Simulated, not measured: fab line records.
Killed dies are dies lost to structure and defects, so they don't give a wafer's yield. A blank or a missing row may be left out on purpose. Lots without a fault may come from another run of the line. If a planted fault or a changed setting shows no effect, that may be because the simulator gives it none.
Comparing a struck lot with a sound one    flow nand_harc    11 out of 1159 route steps
Sound: these wafers, L879.3, L879.4, L879.5. The struck wafers were L883.1, L883.4, L883.5. At the end, the cause is stated.
For every step that has rows: the tool of each side, followed by ch and its chambers, followed by its first start. Under that, the readings that differ: sound wafers    struck wafers    difference of the means    sigmas: that difference in standard deviations of wafers without a fault.
alike: words and numbers the same on both sides, and readings whose means are apart by under 2 such deviations; not compared: readings that were withheld, readings missing a value for some wafer, numbers with overlapping values and no deviation given by the record, and bounds like >300 which may hide the same value.
The two part at a step that has a row with sigmas, a row that says differs or no value, or rows on one side only. When numbers do not overlap yet have no deviation, they are printed without sigmas and do not part them. Lack of a reading on every wafer of one side parts them only where that side has two or more wafers.

first, 1 step without rows for these wafers: NHARC_A_WL_FILL_CVD_23 (deposits poly-Si, target thk 40 nm, time 800 s).
NHARC_A_WL_FILL_ETCHBACK_26: etches the open film in HBr, target depth 52 nm, time 13.3 s.
  sound on rie_si-02 ch 1,2,3, day 16 02:34; struck on rie_si-02 ch 1,2, day 16 12:33
  alike: drypump_motor_current_A, oes_product_au, throttle_valve_pct
  not compared: rf_hours_counter_h
then, 2 steps without rows for these wafers: NHARC_A_WL_FILL_PRECLEAN_30 (cleans in dHF, time 10 s); NHARC_A_WL_FILL_SRD_14.
NHARC_A_WL_FILL_ALD_19: deposits TiN, target thk 2 nm, pulse time 3 s, ald cycles 100.
  sound on ald_metal-03 ch 0,1,3, day 16 02:50; struck on ald_metal-04 ch 0,1,2, day 16 12:49
  alike: heater_power_w, precursor_pulse_height_rel
NHARC_A_WL_FILL_CVD_20: deposits W, target thk 75 nm, time 5064 s.
  sound on cvd_w-01 ch 0,1; struck on cvd_w-02 ch 0,1
  alike: heater_power_w, throttle_valve_pct
NHARC_A_WL_FILL_CMP_12: polishes, t overpolish 30 s, target thk 75 nm.
  sound on cmp-03 ch 1,2, day 16 08:06; struck on cmp-02 ch 2,3, day 16 18:04
  alike: motor_current_A, overpolish_run_s, time_to_endpoint_s
then, 1 step without rows for these wafers: NHARC_A_WL_FILL_SRD_31.
NHARC_A_WL_FILL_INSPECT_15:
  struck on defect_inspect-01, day 16 18:33; sound on defect_inspect-02, day 16 08:35
reading           sound        struck        difference  sigmas
raw_defect_count  272 265 444  841 947 1396  +734        +5
NHARC_A_CONTACT_DEP_24: deposits SiO2, target thk 500 nm.
  sound on pecvd-01 ch 0,2, day 16 08:47; struck on pecvd-01 ch 0,2, day 16 19:36
  alike: heater_power_w, throttle_valve_pct
-- record jumps: 3 days between struck wafers' starts before vs after; left off in module A_CONTACT, resumes in module END, first step shown is number 1159 of the route --
NHARC_END_SORT_01:
  sound on prober-02 ch 0, day 19 10:31; struck on prober-02 ch 0, day 20 00:26
  alike: killed_at_array, killed_at_other, killed_at_periphery, killed_dies, killed_open, killed_short

WHERE THEY PART
Within this record, at NHARC_A_WL_FILL_INSPECT_15 only. Later steps at which nothing parts them and some readings are alike: NHARC_A_CONTACT_DEP_24, NHARC_END_SORT_01.

WHY: what the simulator had put in
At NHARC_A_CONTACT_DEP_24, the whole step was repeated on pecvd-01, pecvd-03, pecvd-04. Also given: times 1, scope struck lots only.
